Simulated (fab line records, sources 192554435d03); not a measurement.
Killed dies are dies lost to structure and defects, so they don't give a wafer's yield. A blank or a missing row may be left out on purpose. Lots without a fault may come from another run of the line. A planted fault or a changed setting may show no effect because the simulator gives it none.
Chamber matching | flow n5_finfet | N5_BEOL_M11_ILD_DEP_00 on pecvd-01: 3 sister chambers
The step deposits SiCOH lowk from DEMS/porogen, target thk 308.51 nm, time 58 s. 6 wafers are shown with their chamber, then 7 later ones without.

WAFERS WITH THEIR CHAMBER
wafer  | chamber | throttle_valve_pct (%) | showerhead_plenum_p_Torr (Torr)
L102.2 | 1       | 13.9                   | 5.728
L105.2 | 0       | 14.6                   | 5.734
L105.3 | 1       | 13.6                   | 5.739
L105.6 | 2       | 14.2                   | 5.735
L110.1 | 2       | 13.9                   | 5.747
L110.2 | 0       | 14.5                   | 5.727

WAFERS WITHOUT THEIR CHAMBER
wafer  | throttle_valve_pct (%) | showerhead_plenum_p_Torr (Torr)
L110.6 | 14.1                   | 5.740
L112.1 | 14.7                   | 5.732
L112.2 | 14.0                   | 5.741
L112.3 | 13.7                   | 5.739
L117.3 | 13.6                   | 5.737
L117.4 | 13.4                   | 5.727
L117.5 | 13.9                   | 5.736

WHICH CHAMBER EACH WENT THROUGH
wafer  | from the rows above     | in truth
L110.6 | can't be placed: 2 or 1 | 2
L112.1 | 0                       | 0
L112.2 | can't be placed: 2 or 1 | 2
L112.3 | can't be placed: 1 or 2 | 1
L117.3 | can't be placed: 1 or 2 | 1
L117.4 | can't be placed: 1 or 2 | 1
L117.5 | can't be placed: 1 or 2 | 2
Placed correctly: 1 of 7. Can't be placed from these rows: 6 (the true chamber is among the candidates in 6). Placed wrongly: 0.
How it was worked out, from the rows above alone: a wafer's distance from a chamber is the root of the sum, over the readings, of the square of ((its reading less the chamber's mean) divided by the reading's scatter). The wafer belongs to the nearest chamber; if the next one is less than 2 further off, it can't be placed. A chamber's mean is the mean of its shown wafers. The scatter: the root of (the sum of the squares of (reading less its chamber's mean) over the shown wafers, divided by (wafers less chambers)).
